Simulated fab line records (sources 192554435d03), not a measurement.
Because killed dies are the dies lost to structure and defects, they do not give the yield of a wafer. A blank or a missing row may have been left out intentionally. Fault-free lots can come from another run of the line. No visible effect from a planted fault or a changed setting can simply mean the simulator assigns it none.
Split-lot study ; flow n5_finfet ; 7 lots, 21 wafers read, on a route of 1938 steps

## ON THE SPLIT
At N5_BEOL_M1_HM_DEP_02 (deposits TiN, target thk 20 nm), the setting target_thk_a was moved away from the recipe's 200 angstrom on 3 of the 21 wafers read, by -8.2% to +7.7%. This setting was run at the recipe's value on the other wafers.

The reading comes from the split's own step.

## THE READING
TiN_of_BEOL_M1_HM_DEP_02.thk_nm (the simulator's own value, which no gauge read), in nm, at N5_BEOL_M1_HM_DEP_02 (deposits TiN, target thk 20 nm). The file gives no usual value for it. The 18 wafers here that ran the recipe average 20.0 nm, standard deviation 0.26 nm.

wafer;tool, chamber at the split;target_thk_a as run, angstrom;against the recipe;TiN_of_BEOL_M1_HM_DEP_02.thk_nm, nm;against lot-mates on the recipe
L075.1;pvd_sputter-03, -;200;recipe;20;-
L075.3;pvd_sputter-03, -;200;recipe;20;-
L075.2;pvd_sputter-03, -;200;recipe;20.4;-
L076.2;pvd_sputter-01, -;200;recipe;20;-
L076.3;pvd_sputter-01, -;183.6;-8.2%;18.2;-1.7
L076.6;pvd_sputter-01, -;200;recipe;19.8;-
L077.1;pvd_sputter-02, -;200;recipe;20.4;-
L077.5;pvd_sputter-02, -;200;recipe;20.4;-
L077.6;pvd_sputter-02, -;200;recipe;20.4;-
L080.1;pvd_sputter-03, -;200;recipe;19.6;-
L080.3;pvd_sputter-03, -;200;recipe;19.6;-
L080.6;pvd_sputter-03, -;200;recipe;19.8;-
L081.4;pvd_sputter-03, -;200;recipe;20;-
L081.6;pvd_sputter-03, -;200;recipe;20;-
L081.5;pvd_sputter-03, -;215.5;+7.7%;21.6;+1.6
L084.1;pvd_sputter-02, -;189.1;-5.4%;18.8;-1.0
L084.5;pvd_sputter-02, -;200;recipe;19.8;-
L084.6;pvd_sputter-02, -;200;recipe;19.8;-
L092.2;pvd_sputter-01, -;200;recipe;20.2;-
L092.4;pvd_sputter-01, -;200;recipe;20.2;-
L092.3;pvd_sputter-01, -;200;recipe;19.8;-

FIT RESULTS
A straight line over all 21 wafers: TiN_of_BEOL_M1_HM_DEP_02.thk_nm changes by +0.215 nm for each +1% of target_thk_a; r = +0.92; the points scatter about the line by 0.26 nm.
The same after taking each lot's own level away (the mean of its wafers on the recipe; 21 wafers): +0.203 nm for each +1%; r = +0.98; scatter 0.12 nm.
On that fit, the largest move of target_thk_a shifts the reading by 1.7 nm.
Across the lots, their own levels run from 19.67 to 20.40 nm, a range of 2.8 times the standard deviation given above.
So the lot-to-lot level changes the slope little: the two slopes agree.
Check: with one of the wafers moved furthest among these (-8.2%) left out of the fit, the line predicts -1.62 nm for it against its lot-mates. It came out at -1.7 nm against them.

## OTHER SPLITS APPLIED TO THESE WAFERS
Note: prior to the reading, these wafers also went through further splits. Each is held against what the fit with the lots' levels taken away leaves over:
other split on the same wafers;wafers away from the commonest value;r with TiN_of_BEOL_M1_HM_DEP_02.thk_nm (lot level and that fit taken away)
N5_GATE_CUT_HM_DEP_46 time_s;8;+0.00
N5_GATE_CUT_COAT_27 spin_rpm;4;+0.17
N5_GATE_CUT_DESCUM_18 time_s;8;+0.06
N5_GATE_CUT_CUT_ETCH_54 bias_w;8;-0.05
N5_MOL_CONTACT_COAG_ETCH_91 time_s;8;-0.09
N5_BEOL_M0_SAQP_COAT_08 spin_rpm;8;+0.17
N5_BEOL_M0_ETCH_128 source_w;11;+0.24
N5_BEOL_M0_ETCH_109 bias_w;6;+0.11

## THE FILE'S OWN FIT
TiN_of_BEOL_M1_HM_DEP_02.thk_nm changes by +0.202 nm for each +1% of target_thk_a, r = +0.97.
